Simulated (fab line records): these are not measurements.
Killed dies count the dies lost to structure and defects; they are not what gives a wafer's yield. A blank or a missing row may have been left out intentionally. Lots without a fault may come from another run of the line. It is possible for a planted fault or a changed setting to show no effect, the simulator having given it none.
Chamber matching ; flow n5-finfet ; N5_BEOL_M0_ETCH_109 on rie-diel-02 has 4 sister chambers
The step etches SiCN in CH3F/O2, target depth 8 nm, overetch 2.4 nm, time 27.4 s. 24 wafers are shown with their chamber, then 12 later ones without.

## WAFERS, EACH WITH ITS CHAMBER
wafer;chamber;drypump-motor-current-A (A);showerhead-plenum-p-Torr (Torr);throttle-valve-pct (%)
L074.1;0;5.9;1.90;16.45
L074.2;1;5.0;1.92;16.33
L074.6;2;6.1;2.08;16.69
L077.2;1;5.0;1.92;16.34
L077.5;2;6.1;2.08;16.72
L077.6;1;5.0;1.92;16.34
L080.3;3;6.1;1.91;16.84
L080.5;0;5.9;1.90;16.48
L080.6;1;5.0;1.92;16.34
L081.1;1;5.0;1.92;16.35
L081.3;0;5.9;1.89;16.48
L081.5;1;5.0;1.92;16.36
L082.1;0;5.9;1.89;16.48
L082.4;3;6.1;1.91;16.85
L082.5;3;6.1;1.91;16.83
L086.1;3;6.1;1.90;16.86
L086.2;1;5.0;1.91;16.37
L086.3;2;6.2;2.07;16.74
L088.2;0;5.9;1.89;16.51
L088.3;2;6.2;2.07;16.75
L088.5;1;5.0;1.91;16.36
L090.3;2;6.1;2.07;16.77
L090.5;3;6.1;1.90;16.88
L090.6;0;5.9;1.89;16.51

SIGNATURES (averages over the wafers above)
reading;chamber 0;chamber 1;chamber 2;chamber 3;scatter within a chamber
drypump-motor-current-A;5.900;5.000;6.140;6.100;0.0245
showerhead-plenum-p-Torr;1.8933;1.9175;2.0740;1.9060;0.00512
throttle-valve-pct;16.4850;16.3487;16.7340;16.8520;0.0213
Rule: for each reading, subtract the chamber's mean from the wafer's reading, divide by that reading's scatter and square the result; add these up over the readings and take the root, which gives the wafer's distance from the chamber. The wafer belongs to the nearest chamber; if the next one is less than 2 further off, it can't be placed. How the scatter is found: for the shown wafers, subtract from each reading the mean of its chamber, square and add these, divide the total by (wafers less chambers), then take the root.

## WAFERS WHOSE CHAMBER IS MISSING
wafer;drypump-motor-current-A (A);showerhead-plenum-p-Torr (Torr);throttle-valve-pct (%)
L093.1;6.2;2.06;16.78
L093.3;6.1;1.90;16.88
L093.6;5.9;1.89;16.52
L094.2;6.1;2.06;16.79
L094.3;5.0;1.91;16.40
L094.5;6.1;1.90;16.91
L096.3;5.9;1.88;16.53
L096.4;5.0;1.91;16.42
L096.5;6.1;1.90;16.90
L097.1;6.1;1.90;16.90
L097.2;5.9;1.88;16.55
L097.3;5.0;1.91;16.40

## CHAMBER TAKEN BY EACH
wafer;from the rows above;in truth
L093.1;2;2
L093.3;3;3
L093.6;0;0
L094.2;2;2
L094.3;1;1
L094.5;3;3
L096.3;0;0
L096.4;1;1
L096.5;3;3
L097.1;3;3
L097.2;0;0
L097.3;1;1
Correctly placed: 12 of 12. From these rows, 0 cannot be placed. 0 placed wrongly.
